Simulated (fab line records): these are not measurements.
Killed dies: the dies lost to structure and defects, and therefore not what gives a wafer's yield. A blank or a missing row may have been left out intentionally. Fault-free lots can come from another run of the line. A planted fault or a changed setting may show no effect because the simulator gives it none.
Matching of chambers + flow n5_finfet + 4 sister chambers for N5_MOL_CONTACT_COAG_ETCH_105 on rie_diel-02
The step etches SiARC in CF4, target depth 15.6 nm, time 26 s. 20 wafers are shown with their chamber, then 10 later ones without.

WAFERS WITH THEIR CHAMBER
| wafer  | chamber | showerhead_plenum_p_Torr (Torr) | drypump_motor_current_A (A) | throttle_valve_pct (%) |
|--------|---------|---------------------------------|-----------------------------|------------------------|
| L075.1 | 2       | 2.150                           | 5.9                         | 16.00                  |
| L075.2 | 3       | 2.164                           | 6.0                         | 15.48                  |
| L075.3 | 0       | 2.077                           | 5.6                         | 15.54                  |
| L076.3 | 0       | 2.076                           | 5.6                         | 15.53                  |
| L076.4 | 1       | 2.150                           | 6.1                         | 15.40                  |
| L076.6 | 3       | 2.163                           | 6.1                         | 15.48                  |
| L080.1 | 0       | 2.074                           | 5.6                         | 15.55                  |
| L080.4 | 1       | 2.147                           | 6.1                         | 15.43                  |
| L080.5 | 1       | 2.147                           | 6.1                         | 15.41                  |
| L085.1 | 1       | 2.143                           | 6.1                         | 15.44                  |
| L085.2 | 0       | 2.070                           | 5.6                         | 15.60                  |
| L085.3 | 2       | 2.143                           | 6.0                         | 16.02                  |
| L087.2 | 2       | 2.141                           | 5.9                         | 16.05                  |
| L087.3 | 0       | 2.069                           | 5.6                         | 15.58                  |
| L087.6 | 2       | 2.141                           | 6.0                         | 16.05                  |
| L092.3 | 0       | 2.066                           | 5.6                         | 15.61                  |
| L092.4 | 2       | 2.138                           | 6.0                         | 16.07                  |
| L092.6 | 0       | 2.066                           | 5.6                         | 15.61                  |
| L093.1 | 3       | 2.152                           | 6.1                         | 15.57                  |
| L093.3 | 0       | 2.065                           | 5.6                         | 15.62                  |

SIGNATURES (means of the wafers above)
| reading                  | chamber 0 | chamber 1 | chamber 2 | chamber 3 | scatter within a chamber |
|--------------------------|-----------|-----------|-----------|-----------|--------------------------|
| showerhead_plenum_p_Torr | 2.07037   | 2.14675   | 2.14260   | 2.15967   | 0.00469                  |
| drypump_motor_current_A  | 5.600     | 6.100     | 5.960     | 6.067     | 0.0342                   |
| throttle_valve_pct       | 15.5800   | 15.4200   | 16.0380   | 15.5100   | 0.0338                   |
Rule: for each reading, subtract the chamber's mean from the wafer's reading, divide by that reading's scatter and square the result; add these up over the readings and take the root, which gives the wafer's distance from the chamber. If the next closest chamber is less than 2 further off than the closest, the wafer can't be placed; otherwise it belongs to the closest. The scatter: take each reading less its chamber's mean, square it, sum over the shown wafers, divide by the number of wafers less the number of chambers, and take the root.

WAFERS WITHOUT THEIR CHAMBER
| wafer  | showerhead_plenum_p_Torr (Torr) | drypump_motor_current_A (A) | throttle_valve_pct (%) |
|--------|---------------------------------|-----------------------------|------------------------|
| L093.4 | 2.138                           | 6.0                         | 16.07                  |
| L094.1 | 2.136                           | 6.0                         | 16.07                  |
| L094.5 | 2.150                           | 6.0                         | 15.56                  |
| L094.6 | 2.136                           | 5.9                         | 16.10                  |
| L095.2 | 2.150                           | 6.1                         | 15.57                  |
| L095.5 | 2.136                           | 5.9                         | 16.06                  |
| L095.6 | 2.151                           | 6.1                         | 15.56                  |
| L097.1 | 2.149                           | 6.1                         | 15.57                  |
| L097.2 | 2.135                           | 6.0                         | 16.09                  |
| L097.4 | 2.135                           | 6.1                         | 15.50                  |

THE CHAMBER EACH PASSED THROUGH
| wafer  | from the rows above     | in truth |
|--------|-------------------------|----------|
| L093.4 | 2                       | 2        |
| L094.1 | 2                       | 2        |
| L094.5 | can't be placed: 3 or 1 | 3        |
| L094.6 | 2                       | 2        |
| L095.2 | can't be placed: 3 or 1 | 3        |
| L095.5 | 2                       | 2        |
| L095.6 | can't be placed: 3 or 1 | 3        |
| L097.1 | can't be placed: 3 or 1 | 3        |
| L097.2 | 2                       | 2        |
| L097.4 | can't be placed: 1 or 3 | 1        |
Correctly placed: 5 of 10. Cannot be placed on the basis of these rows: 5; the candidates contain the true chamber in 5. Number placed wrongly: 0.
